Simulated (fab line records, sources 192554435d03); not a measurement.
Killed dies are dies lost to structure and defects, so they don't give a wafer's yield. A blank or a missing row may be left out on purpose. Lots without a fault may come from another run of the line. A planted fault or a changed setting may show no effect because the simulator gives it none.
Chamber matching | flow n5_finfet | N5_BEOL_M7_ETCH_61 on rie_diel-03: 4 sister chambers
The step etches SiARC in CF4, target depth 45.5 nm, time 75.8 s. 7 wafers are shown with their chamber, then 8 later ones without.

WAFERS WITH THEIR CHAMBER
wafer  | chamber | etch_rf_on_time_s (s) | throttle_valve_pct (%)
L078.5 | 3       | 77.1                  | 15.77
L078.6 | 0       | 75.7                  | 15.83
L087.2 | 0       | 74.5                  | 15.35
L087.5 | 3       | 78.4                  | 15.79
L090.5 | 1       | 74.2                  | 15.77
L090.6 | 2       | 75.1                  | 15.57
L092.1 | 2       | 75.8                  | 15.57

WAFERS WITHOUT THEIR CHAMBER
wafer  | etch_rf_on_time_s (s) | throttle_valve_pct (%)
L092.2 | 74.2                  | 15.78
L092.4 | 73.6                  | 15.38
L094.2 | 77.2                  | 15.82
L094.5 | 77.1                  | 15.84
L094.6 | 74.4                  | 15.37
L095.1 | 76.1                  | 15.58
L095.2 | 73.9                  | 15.78
L095.4 | 77.1                  | 15.82

WHICH CHAMBER EACH WENT THROUGH
wafer  | from the rows above               | in truth
L092.2 | can't be placed: 1 or 0 or 2      | 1
L092.4 | can't be placed: 1 or 0 or 2      | 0
L094.2 | can't be placed: 3 or 2           | 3
L094.5 | can't be placed: 3 or 2 or 0      | 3
L094.6 | can't be placed: 0 or 2 or 1      | 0
L095.1 | can't be placed: 2 or 0 or 3 or 1 | 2
L095.2 | can't be placed: 1 or 0 or 2      | 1
L095.4 | can't be placed: 3 or 2 or 0      | 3
Placed correctly: 0 of 8. Can't be placed from these rows: 8 (the true chamber is among the candidates in 8). Placed wrongly: 0.
How it was worked out, from the rows above alone: a wafer's distance from a chamber is the root of the sum, over the readings, of the square of ((its reading less the chamber's mean) divided by the reading's scatter). The wafer belongs to the nearest chamber; if the next one is less than 2 further off, it can't be placed. A chamber's mean is the mean of its shown wafers. The scatter: the root of (the sum of the squares of (reading less its chamber's mean) over the shown wafers, divided by (wafers less chambers)).
